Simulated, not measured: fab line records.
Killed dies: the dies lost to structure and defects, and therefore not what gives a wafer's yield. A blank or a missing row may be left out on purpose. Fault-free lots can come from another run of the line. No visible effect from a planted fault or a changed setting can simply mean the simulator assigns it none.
fab line records	flow n5Finfet
[record] lots = 5	wafers = 15	lastDay = 17
route steps=1938 shown BEOL_M6@1243 BEOL_M7@1263 PASSIVATION@1936
lots that met no fault: taken from a fault-free run of the same line
startH: hours from the record's opening day to when the first of the lot's shown wafers began	waitH: hours from the lot's prior step to this one	" identical to the entry in the row above	L1.1+2: several wafers, shown together as one row	- no value present, or no start provided	* or withheld: withheld	< > ~ a bound
route shown NAME@n: a module of which the file shows steps, and the number in the route of the first	usual: the fault-free wafers' mean and standard deviation	same: alike in all rows	chamber/n: place in a boat	sites: readings site by site	_std_site: the values' standard deviation	_edge_site: mean of outer sites minus mean of inner sites	radiusMm: for every site, how far away it sits from the centre of the wafer	mask NAME#n: copy n	behind: the most recent tool/chamber to have shaped the wafer	hold: the reason the lot was held/the length of the hold in hours/how it ended	device: which transistor (n, p or np) failed to switch	end of line: the same wafers' tests at the end of the route	step lacking rows: just its recipe	killed: dies lost to structure and defects at the first sort, not the wafer's yield	map: the dies of a wafer, with x for killed, . for not killed, _ for no die there
set.NAME: the setting as run; set.NAME@STEP: as run at that earlier step	model.NAME: the simulator's own value behind a step, which no gauge read
lots at some steps of the route; a table a step, a row a wafer
services: a tool's chamber out of use, with start hour (startH, from the record's first day; less than 0 if before it), hours out, and reason
[[steps]]
[step N5_BEOL_M6_HM_STRIP_39]
[recipe] chemistry = peroxideTinStrip	material = TiN	targetDepthA = 250	tempC = 50	timeS = 158
[step N5_BEOL_M6_SRD_40]
[recipe] timeS = 30	tempC = 23	rinseLiquid = diw	dry = ipaMarangoni
[step N5_BEOL_M6_PRECLEAN_42]
[recipe] chemistry = residueRemover	timeS = 60	tempC = 40
[step N5_BEOL_M6_SRD_43]
[recipe] timeS = 30	tempC = 23	rinseLiquid = diw	dry = ipaMarangoni
[step N5_BEOL_M6_CURE_75]
[recipe] tempC = 370	timeS = 120	ambient = DMADMS/He	material = SiCOH_lowk
[step N5_BEOL_M6_DEGAS_44]
[recipe] ambient = vacuum	tempC = 250	timeS = 60
[step N5_BEOL_M6_PRE_CLEAN_45]
[recipe] gas = H2/He	timeS = 30	tempC = 250
[step N5_BEOL_M6_ALD_77]
[recipe] material = TaN	targetThkA = 20	tempC = 275	aldPrecursorFamily = PDMAT	aldCoReactant = NH3	pressureTorr = 3	carrierFlowSccm = 1500	pulseTimeS = 2	purgeTimeS = 3	coReactantPurgeTimeS = 2	coReactantPulseTimeS = 3	aldCycles = 40	precursorVesselTempC = 75	precursorVesselPressureTorr = 26.25	precursorVesselCarrierSccm = 1000
[step N5_BEOL_M6_SURFACE_TREAT_79]
[recipe] gas = Ar	timeS = *	ionEnergyEv = *	ionCurrentMaCm2 = 0.5	pressureMtorr = *	arFlowSccm = 30
[step N5_BEOL_M6_CVD_78]
[recipe] material = Co	targetThkA = 20	tempC = withheld	precursor = CCTBA/H2	pressureTorr = 30	timeS = 142.3
[step N5_BEOL_M6_SPUTTER_48]
[recipe] material = Cu	targetThkA = 100	tempC = -20	biasV = 60	powerW = 26000	chamberPressurePa = 0.13	timeS = 1.667
[step N5_BEOL_M6_ECD_50]
[recipe] material = Cu	targetThkA = 3000
lot.wafer	tool	chamber	startH	waitH
L948.1+2+3	ecdCu-02	0,1,1	233.17	0.1
L950.1+3+6	ecdCu-02	0,1,0	260.10	0.1
L955.1+3+4	ecdCu-02	0,0,1	284.70	0.1
L957.3+5+6	ecdCu-02	0,1,0	299.76	0.1
L958.2+3+4	ecdCu-02	1,1,0	305.97	0.1
[step N5_BEOL_M6_ANNEAL_51]
[recipe] tempC = 225	timeS = 90	ambient = N2
[step N5_BEOL_M6_CMP_52]
[recipe] stopOn = SiCOH_lowk	tOverpolishS = 6.9	downForcePsi = 1	platenRpm = 50	clearingPlatenDownForcePsi = 1.5	clearingPlatenRpm = 50	postCmpClean = cuAlkaline	targetThkNm = 80	clearingPlatenPadVelocityMS = 0.99484	padVelocityMS = 0.99484
[step N5_BEOL_M6_PRE_CLEAN_55]
[recipe] gas = NH3	timeS = 15	tempC = withheld	rfPowerW = 300
[step N5_BEOL_M6_DEP_56]
[recipe] material = SiCN	targetThkA = 100	tempC = withheld	precursor = 3MS/NH3	pressureTorr = 3	rfW = 202	timeS = 17.5
[step N5_BEOL_M7_ILD_DEP_00]
[recipe] material = SiCOH_lowk	targetThkA = 1797.5	tempC = 300	precursor = DEMS/porogen	pressureTorr = 5	rfW = 500	timeS = 33.4
[step N5_BEOL_M7_CURE_74]
[recipe] tempC = 385	timeS = 240	ambient = He/Ar	material = SiCOH_lowk
[step N5_BEOL_M7_PECVD_70]
[recipe] material = SiO2	targetThkA = 200	tempC = 400	precursor = TEOS/O2	pressureTorr = 5.5	rfW = 450	teosFlowSccm = 53.8	gas = O2	flowSccm = 3000	timeS = 22.7
[step N5_BEOL_M7_HM_DEP_02]
[recipe] material = TiN	targetThkA = 200	tempC = 25	chamberPressurePa = 0.49996
[step N5_BEOL_M7_COAT_59]
[recipe] resist = SOC	tempC = 250	timeS = 60	spinRpm = 1500	resistThkNm = 100
[step N5_BEOL_M7_COAT_60]
[recipe] resist = SiARC	tempC = 220	timeS = 60	spinRpm = 1500	resistThkNm = 35
[step N5_BEOL_M7_COAT_05]
[recipe] resist = CAR-ArF	spinRpm = 1500	resistThkNm = 90
[step N5_BEOL_M7_EBR_07]
[recipe] solvent = PGMEA	ebrWidthMm = 1.5
[step N5_BEOL_M7_SOFTBAKE_06]
[recipe] tempC = 110	timeS = 60	resist = CAR-ArF
[step N5_BEOL_M7_EXPOSE_08]
[recipe] maskId = M7	na = 1.35	sourceShape = dipole	sigmaInner = 0.817	sigmaOuter = 0.97	polarization = te	doseMj = 68.25
[step N5_BEOL_M7_PEB_09]
[recipe] pebTempC = withheld	pebTimeS = 60	resist = CAR-ArF
[step N5_BEOL_M7_DEVELOP_10]
[recipe] developTimeS = 30	developer = TMAH	resist = CAR-ArF	rinseLiquid = diw	dry = airSpin	devTempC = 23
[step N5_BEOL_M7_DESCUM_16]
[recipe] chemistry = O2	timeS = 7.9	sourcePowerW = 50	biasPowerW = 20	pressureMtorr = 20	rfFrequencyHz = 2.712e+07	tempC = 40	resist = CAR-ArF	o2FlowSccm = 225
[step N5_BEOL_M7_ETCH_61]
[recipe] chemistry = CF4	target = SiARC	targetDepthA = 455	maskMaterial = CAR-ArF	timeS = 75.8	ionEnergyEv = 80	pressureMtorr = 40	sourceW = 545	biasW = 36	Ar_flow_sccm = 100	cf4FlowSccm = 100	ends = cleared
[step N5_BEOL_M7_ETCH_62]
[recipe] chemistry = N2/H2	target = SOC	targetDepthA = 1100	overetchA = 220	maskMaterial = SiARC	tempC = 40	timeS = 165	ionEnergyEv = 200	pressureMtorr = 30	sourceW = 840	biasW = 150	n2FlowSccm = 200	h2FlowSccm = 200
[step N5_BEOL_M7_STRIP_68]
[recipe] chemistry = N2/H2	tempC = 40	n2FlowSccm = 200	h2FlowSccm = 200	rfFrequencyHz = 6e+07
[step N5_BEOL_M7_STRIP_67]
[recipe] chemistry = CF4	resist = SiARC	powerW = 300	biasPowerW = 75	pressureMtorr = 50	cf4FlowSccm = 150	rfFrequencyHz = 6e+07
[step N5_BEOL_M7_HM_OPEN_17]
[recipe] chemistry = Cl2/BCl3	targetDepthA = 200	overetchA = 60	target = TiN	maskMaterial = SOC	ionEnergyEv = 150	pressureMtorr = 10	icpW = 1000	biasW = 126	Cl2_flow_sccm = 53.25	bcl3FlowSccm = 21.75	Ar_flow_sccm = 25
[step N5_PASSIVATION_PROBE_49]
[usual] defectLimitedYield = 91.0/1.4	killed_at_M0_to_M3 = 36/10	killed_at_M4_up = 15/5	killedAtContacts = 12/6.1	killedAtFrontEnd = 40/13	killedAtOther = 3.8/2.9	killedDies = 106/16	killedOnRim = 14/4.1	killedOpen = 68/12	killedShort = 35/8.2	sort_bin_5_function = 5.2/0.9	sort_bin_6_memory = 3.4/0.71	sortNPass = 1073/17	sortYieldPct = 91.0/1.5
[same] grossDies = 1180	killedAtBackSide = 0	sort_bin_4_leakage[%] = 0	sort_bin_8_speed[%] = 0
lot.wafer	tool	chamber	startH	waitH	defectLimitedYield[%]	killed_at_M0_to_M3	killed_at_M4_up	killedAtContacts	killedAtFrontEnd	killedAtOther	killedDies	killedOnRim	killedOpen	killedShort	sort_bin_5_function[%]	sort_bin_6_memory[%]	sortNPass	sortYieldPct[%]
L948.1	prober-02	-	336.31	0.0	91.5	35	6	13	44	2	100	15	61	35	5.4	2.7	1080	91.5
L948.2	prober-02	-	336.36	0.1	90.8	43	13	18	29	5	108	7	70	37	5.8	3.2	1072	90.8
L948.3	prober-02	-	336.41	0.1	89.6	51	11	15	38	8	123	12	82	40	6.3	3.8	1057	89.6
L955.1	prober-02	-	391.63	0.0	91.1	48	19	6	29	3	105	14	59	44	5.2	3.5	1075	91.1
L955.3	prober-02	-	391.73	0.1	90.5	40	24	11	32	5	112	13	77	31	5.4	3.8	1068	90.5
L955.4	prober-02	-	391.78	0.2	74.8	41	221	5	27	3	297	41	47	37	15.6	7.2	883	74.8
L957.3	prober-01	-	392.40	0.1	90.0	46	12	3	48	9	118	15	81	34	5.3	4.6	1062	90.0
L957.5	prober-01	-	392.50	0.2	70.9	40	252	10	38	3	343	52	60	29	15.7	11.3	837	70.9
L957.6	prober-01	-	392.55	0.3	90.5	51	18	10	26	7	112	13	75	36	6.6	2.7	1068	90.5
L958.2	prober-02	-	395.79	0.1	71.3	40	254	8	34	3	339	37	62	34	17.9	10.0	841	71.3
L958.3	prober-02	-	395.84	0.1	71.5	35	266	9	23	3	336	41	57	27	18.1	8.9	844	71.5
L958.4	prober-02	-	395.89	0.2	90.4	50	22	28	12	1	113	9	79	33	5.8	3.4	1067	90.4
// killed by level:class
L948.1 FIN_SAQP:geometricParticle:open=19 BEOL_M0_SAQP:geometricParticle:short=12 MOL_CONTACT_COAG:geometricParticle:open=11 BEOL_M0_SAQP:geometricParticle:open=10 FIN_SAQP:geometricParticle:short=8 STARTING-WAFER:geometricParticle:open=5 BEOL_M3:geometricParticle:open=4 BEOL_M2:geometricParticle:short=3
L948.2 MOL_CONTACT_COAG:geometricParticle:open=17 BEOL_M0_SAQP:geometricParticle:short=15 BEOL_M0_SAQP:geometricParticle:open=9 FIN_SAQP:geometricParticle:open=8 BEOL_M2:geometricParticle:open=6 FIN_SAQP:geometricParticle:short=4 STI_FIN_REVEAL:geometricParticle:open=4 BEOL_M2:geometricParticle:short=4
L948.3 STI_FIN_REVEAL:geometricParticle:open=11 MOL_CONTACT_COAG:geometricParticle:open=10 BEOL_M3:geometricParticle:open=10 BEOL_M0_SAQP:geometricParticle:open=9 BEOL_M2:geometricParticle:short=9 FIN_SAQP:geometricParticle:open=7 BEOL_M2:geometricParticle:open=7 BEOL_M0_SAQP:geometricParticle:short=6
L955.1 BEOL_M0_SAQP:geometricParticle:short=13 BEOL_M1:geometricParticle:open=12 BEOL_M0_SAQP:geometricParticle:open=10 GATE_CUT:geometricParticle:short=6 DUMMY_GATE:geometricParticle:open=5 BEOL_M4:geometricParticle:open=5 GATE_CUT:geometricParticle:open=4 MOL_CONTACT_COAG:geometricParticle:open=4
L955.3 BEOL_M0_SAQP:geometricParticle:open=12 BEOL_M1:geometricParticle:open=11 MOL_CONTACT_COAG:geometricParticle:open=10 DUMMY_GATE:geometricParticle:open=8 GATE_CUT:geometricParticle:short=6 BEOL_M0_SAQP:geometricParticle:short=5 BEOL_M4:geometricParticle:open=5 STARTING-WAFER:geometricParticle:open=5
L955.4 BEOL_M6:unspecified=204 BEOL_M0_SAQP:geometricParticle:open=13 BEOL_M0_SAQP:geometricParticle:short=12 HKMG_FIN:areaEtch=6 BEOL_M1:geometricParticle:short=5 BEOL_M1:geometricParticle:open=5 GATE_CUT:geometricParticle:short=4 MOL_CONTACT_COAG:geometricParticle:open=4
L957.3 FIN_SAQP:geometricParticle:open=15 STI_FIN_REVEAL:geometricParticle:open=13 BEOL_M0_SAQP:geometricParticle:open=12 BEOL_M2:geometricParticle:open=9 BEOL_M0_SAQP:geometricParticle:short=8 BEOL_M3:geometricParticle:open=8 FIN_SAQP:geometricParticle:short=5 BEOL_M2:geometricParticle:short=5
L957.5 BEOL_M6:unspecified=246 BEOL_M2:geometricParticle:open=11 FIN_SAQP:geometricParticle:short=8 BEOL_M0_SAQP:geometricParticle:short=8 HKMG_FIN:areaEtch=8 STI_FIN_REVEAL:geometricParticle:open=7 MOL_CONTACT_COAG:geometricParticle:open=7 BEOL_M3:geometricParticle:open=7
L957.6 BEOL_M0_SAQP:geometricParticle:open=17 BEOL_M0_SAQP:geometricParticle:short=13 FIN_SAQP:geometricParticle:open=9 MOL_CONTACT_COAG:geometricParticle:open=8 BEOL_M2:geometricParticle:open=8 BEOL_M4:geometricParticle:open=6 BEOL_M1:geometricParticle:open=5 BEOL_M1:geometricParticle:short=5
L958.2 BEOL_M6:unspecified=240 BEOL_M2:geometricParticle:open=9 MOL_CONTACT_COAG:geometricParticle:open=7 ILD0:geometricParticle:short=6 BEOL_M4:geometricParticle:open=6 FIN_SAQP:geometricParticle:open=5 ILD0:geometricParticle:open=5 BEOL_M0_SAQP:geometricParticle:short=5
L958.3 BEOL_M6:unspecified=248 BEOL_M4:geometricParticle:open=10 BEOL_M2:geometricParticle:open=8 MOL_CONTACT_COAG:geometricParticle:open=8 BEOL_M3:geometricParticle:open=7 BEOL_M0_SAQP:geometricParticle:open=4 BEOL_M1:geometricParticle:open=4 BEOL_M3:geometricParticle:short=4
L958.4 MOL_CONTACT_COAG:geometricParticle:open=22 BEOL_M2:geometricParticle:open=14 BEOL_M4:geometricParticle:open=11 BEOL_M3:geometricParticle:open=11 MOL_CONTACT_COAG:geometricParticle:short=5 BEOL_M1:geometricParticle:open=5 BEOL_M4:geometricParticle:short=5 BEOL_M0_SAQP:geometricParticle:short=4
// map L955.4 (x killed, . not)
_________________.....x..xx..________________
______________...x...xx...x..x.._____________
___________...xx....x.x..xx.x..x...__________
__________.x...x....x.x............._________
________..................x........x.._______
_______xx...............x..x........x..______
______....x..x.....x.x.........x......x._____
_____.x......x....x.xx..x.x....x...xxxx..____
____.....x.x...........xxx.....x.x...x....___
___...xx....x.x.x...xx...xx.x.x.x..........__
___.x......xx.xx.x.x...x....x....xxx.x.....__
__xx...........x...x......x.....x...xx...xxx_
__......x...x.x...xx.x.....xx.......x.x....._
_x...x.....x........x...xx........x.x...xx.x.
_...x.x...........x..x.........xx.....x.xx...
_xx...........x.......xxx...xxx......x.x.....
_.x....xx.xx....x......x....x....x..x.x.x....
_x.......xxx.....x.xx...x.x..x.x..x....x.....
_........x..................x.x.......x.x.xxx
_.x.........x.x.....x..x..xxx....xx..........
_..x..x.x....xx...................x.x...x....
__........x.......xx..x....x.......x..xx.xxx_
__....x.xx..x..xx..x........x....x......x.xx_
___..x......xx.....xx.x.xx.....x.x....x....__
___.x....x.x.x.....xx.........x..xx.x...x.x__
____x.x...x......x.......xxxx......x...x..___
_____x.......x....x...x.xx......x.xx.x...____
______...xxxx.xx....x...xx.........x.x.._____
_______..xxx.x.....x.xxx...xx...x....x.______
________...xx...x.........x...x.....x._______
__________......x.....x.x......xxx.x_________
___________.x..x.x.....x..x........__________
______________x........x.......x_____________
_________________xxx.....xx.x________________
// map L957.5 (x killed, . not)
_________________x.xx...x..x.________________
______________....x.xx.....x...._____________
___________.......x....x.........x.__________
__________.....x.x.....x.....x.x.xx._________
________x...xx.......x.x...xxx....x..._______
_______x.....xx.........x.............x______
______x.......x.x.............xx.x...x.._____
_____.x.x.xxxxxx..x....x.x.x..xx.......x.____
____......xx.......x..xx...x.x.....x.....x___
___....x.x.x......x......x.....xx.x....x.x.__
___x.x.x....x......xx.xx..xxx...x....xx.x..__
__x.......xx.x.........xx..xx....x.xx....x.._
__xx....x..x.x......x.....x..xx.....x.....xx_
_..xx.xxx..x..x....x....x...x.x.....x.......x
_.x.x.....x....x.xx...x..x.x...x..x.xx.x..x.x
_x..x..x...........x..xx....x......xx........
_...xxxx..x..x..........xxx....x...x...x.x.xx
_x..x.x.xx.xx...........xx...x.x......x..x..x
_x.x....xxx.x.xx....x...xx.xx...x..x..x....xx
_...x..............x.xx..xxx.....x...x......x
_.x...xx..x..xx..x.x.xxxx......x..x.x......xx
__....xxxx.xx.x.x.xx........x....x.x....x..._
__..x..xx..x.xxx...xxxxx.xx.xx..xx....x....x_
___.x..x.xx...x.....xx.x.xx.xx..........x..__
___....xx..x.......x......x...........x....__
____x......x....x...x...x.x.x....x..xx.x..___
_____.............xx.......xxx........x..____
______xxxx.x......x..x..xx........x....x_____
_______..........xx.....xx....x..xx...x______
________.x...x.....x...x.x..x......x.x_______
__________.....xx................x.x_________
___________...xx.............x..xxx__________
______________.xx....xx..xx..xx._____________
_________________x..x.......x________________
[[services]]
tool	chamber	startH	hours	kind
ecdCu-02	-	280.55	2.0	repair
[[key]]
[firstSign] step = N5_PASSIVATION_PROBE_49	reading = killed_at_M4_up	direction = up	sigmas = 47	usual = 15	struck = 248
[effect] step = N5_PASSIVATION_PROBE_49	reading = defectLimitedYield	direction = down	sigmas = 14	usual = 91.0	struck = 72.1
[moreKillsBornAt] N5_BEOL_M6_ECD_50@ecdCu-02 = 938
metAt N5_BEOL_M6_ECD_50
struckWafers L955.4,L957.5,L958.2,L958.3
onsetBetween 260.10 284.70
[fault] kind = chamberParticleSource	tool = ecdCu-02	chamber = 1	onsetH = 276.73	steps = N5_BEOL_M6_ECD_50	ratePerVisitCm2 = 0.44477	endH = 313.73
